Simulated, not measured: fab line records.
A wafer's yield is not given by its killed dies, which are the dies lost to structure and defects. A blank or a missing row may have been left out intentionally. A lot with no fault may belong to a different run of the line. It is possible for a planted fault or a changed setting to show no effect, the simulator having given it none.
Chamber matching || flow n5-finfet || N5_MOL_CONTACT_COAG_DESCUM_88 on rie-diel-01: 4 sister chambers
The step chemistry O2, time 7 s. 8 wafers are shown with their chamber, then 9 later ones without.

WAFERS, EACH WITH ITS CHAMBER
{"wafer": "L084.3", "chamber": 0, "drypump-motor-current-A (A)": 6.4, "showerhead-plenum-p-Torr (Torr)": 2.18}
{"wafer": "L084.6", "chamber": 1, "drypump-motor-current-A (A)": 5.7, "showerhead-plenum-p-Torr (Torr)": 2.20}
{"wafer": "L086.3", "chamber": 0, "drypump-motor-current-A (A)": 6.3, "showerhead-plenum-p-Torr (Torr)": 2.17}
{"wafer": "L086.5", "chamber": 3, "drypump-motor-current-A (A)": 6.3, "showerhead-plenum-p-Torr (Torr)": 2.14}
{"wafer": "L086.6", "chamber": 2, "drypump-motor-current-A (A)": 5.2, "showerhead-plenum-p-Torr (Torr)": 2.15}
{"wafer": "L088.2", "chamber": 2, "drypump-motor-current-A (A)": 5.2, "showerhead-plenum-p-Torr (Torr)": 2.15}
{"wafer": "L088.3", "chamber": 1, "drypump-motor-current-A (A)": 5.7, "showerhead-plenum-p-Torr (Torr)": 2.20}
{"wafer": "L088.4", "chamber": 3, "drypump-motor-current-A (A)": 6.3, "showerhead-plenum-p-Torr (Torr)": 2.14}

WAFERS MISSING THEIR CHAMBER
{"wafer": "L092.4", "drypump-motor-current-A (A)": 6.3, "showerhead-plenum-p-Torr (Torr)": 2.13}
{"wafer": "L092.5", "drypump-motor-current-A (A)": 5.3, "showerhead-plenum-p-Torr (Torr)": 2.15}
{"wafer": "L092.6", "drypump-motor-current-A (A)": 6.3, "showerhead-plenum-p-Torr (Torr)": 2.13}
{"wafer": "L093.1", "drypump-motor-current-A (A)": 5.7, "showerhead-plenum-p-Torr (Torr)": 2.20}
{"wafer": "L093.4", "drypump-motor-current-A (A)": 5.2, "showerhead-plenum-p-Torr (Torr)": 2.15}
{"wafer": "L093.5", "drypump-motor-current-A (A)": 5.7, "showerhead-plenum-p-Torr (Torr)": 2.20}
{"wafer": "L097.2", "drypump-motor-current-A (A)": 5.7, "showerhead-plenum-p-Torr (Torr)": 2.19}
{"wafer": "L097.3", "drypump-motor-current-A (A)": 5.2, "showerhead-plenum-p-Torr (Torr)": 2.15}
{"wafer": "L097.5", "drypump-motor-current-A (A)": 5.7, "showerhead-plenum-p-Torr (Torr)": 2.19}

THE CHAMBER EACH PASSED THROUGH
{"wafer": "L092.4", "from the rows above": 3, "in truth": 3}
{"wafer": "L092.5", "from the rows above": 2, "in truth": 2}
{"wafer": "L092.6", "from the rows above": 3, "in truth": 3}
{"wafer": "L093.1", "from the rows above": 1, "in truth": 1}
{"wafer": "L093.4", "from the rows above": 2, "in truth": 2}
{"wafer": "L093.5", "from the rows above": 1, "in truth": 1}
{"wafer": "L097.2", "from the rows above": 1, "in truth": 1}
{"wafer": "L097.3", "from the rows above": 2, "in truth": 2}
{"wafer": "L097.5", "from the rows above": 1, "in truth": 1}
Correct placement for 9 of the 9. From these rows, 0 cannot be placed. 0 placed wrongly.
How it was worked out, from the rows above alone: a wafer's distance from a chamber is the root of the sum, over the readings, of the square of ((its reading less the chamber's mean) divided by the reading's scatter). If the next closest chamber is less than 2 further off than the closest, the wafer can't be placed; otherwise it belongs to the closest. For every chamber, the mean is computed from those of its wafers that are shown. How the scatter is found: for the shown wafers, subtract from each reading the mean of its chamber, square and add these, divide the total by (wafers less chambers), then take the root.
